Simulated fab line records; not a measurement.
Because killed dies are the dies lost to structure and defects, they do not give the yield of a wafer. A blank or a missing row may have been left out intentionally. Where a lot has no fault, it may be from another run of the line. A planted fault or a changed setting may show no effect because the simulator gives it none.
Which tool was responsible? / flow nand harc / 18 wafers from 6 lots sampled at 3 of the route's 1302 steps

WHAT THE GAUGES SHOWED, per wafer
NHARC_P_ZERO_WELL_CD_MEAS_52: target cd 2000 nm.
lot=L137; measured=day 2 21:40; on=cd sem-01; cd nm (nm)=2000.7 2000.3 1999.2
lot=L139; measured=day 3 17:54; on=cd sem-02; cd nm (nm)=1999.3 1999.7 1998.2
lot=L143; measured=day 5 09:29; on=cd sem-02; cd nm (nm)=2001.1 2002.5 2000.6
lot=L146; measured=day 6 15:44; on=cd sem-03; cd nm (nm)=2000.5 2000.5 2001.0
lot=L156; measured=day 10 20:01; on=cd sem-03; cd nm (nm)=2000.9 2002.5 2000.5
lot=L158; measured=day 11 15:43; on=cd sem-03; cd nm (nm)=2000.9 2001.3 2000.4

TOOL THAT RAN EACH LOT (tool first, then ch and the chambers of the sampled wafers, then the start)
lot=L137; NHARC_P_ZERO_WELL_ETCH_65=rie diel-12 ch 0,3, day 2 17:32; NHARC_P_ZERO_WELL_EXPOSE_49=krf scanner-04 ch 0, day 2 21:31
lot=L139; NHARC_P_ZERO_WELL_ETCH_65=rie diel-03 ch 1,2,3, day 3 13:30; NHARC_P_ZERO_WELL_EXPOSE_49=krf scanner-02 ch 0, day 3 17:44
lot=L143; NHARC_P_ZERO_WELL_ETCH_65=rie diel-12 ch 0,1, day 5 05:21; NHARC_P_ZERO_WELL_EXPOSE_49=krf scanner-04 ch 0, day 5 09:20
lot=L146; NHARC_P_ZERO_WELL_ETCH_65=rie diel-03 ch 0,1,3, day 6 11:30; NHARC_P_ZERO_WELL_EXPOSE_49=krf scanner-02 ch 0, day 6 15:35
lot=L156; NHARC_P_ZERO_WELL_ETCH_65=rie diel-12 ch 2,3, day 10 15:36; NHARC_P_ZERO_WELL_EXPOSE_49=krf scanner-01 ch 0, day 10 19:51
lot=L158; NHARC_P_ZERO_WELL_ETCH_65=rie diel-12 ch 0,1,3, day 11 11:22; NHARC_P_ZERO_WELL_EXPOSE_49=krf scanner-04 ch 0, day 11 15:34
- NHARC_P_ZERO_WELL_ETCH_65: etches the open film in N2/H2, target depth 80 nm, overetch 24 nm, time 87.88 s.
- NHARC_P_ZERO_WELL_EXPOSE_49: exposes mask P HVPW, target cd 2000 nm.

THE ANSWER, worked out from the rows above alone
Rule: the lots themselves supply what counts as usual. The widest of any qualifying gaps counts: lots, ordered by their means at a reading, are off when they make up no more than a third of the lots, leave a main group of 4 or more, and stand apart from it by 3 or more times the standard deviation of that group's means. The tables above print the reading to a certain number of digits; a main group whose means all agree to those digits is not used. Also off: a lot with no number at a reading for which 4 or more lots have one. The other lots that the step has rows for count as sound.
No lot is off at any reading shown: from this, nothing can be told.

WHAT HAD BEEN PUT IN BY THE SIMULATOR
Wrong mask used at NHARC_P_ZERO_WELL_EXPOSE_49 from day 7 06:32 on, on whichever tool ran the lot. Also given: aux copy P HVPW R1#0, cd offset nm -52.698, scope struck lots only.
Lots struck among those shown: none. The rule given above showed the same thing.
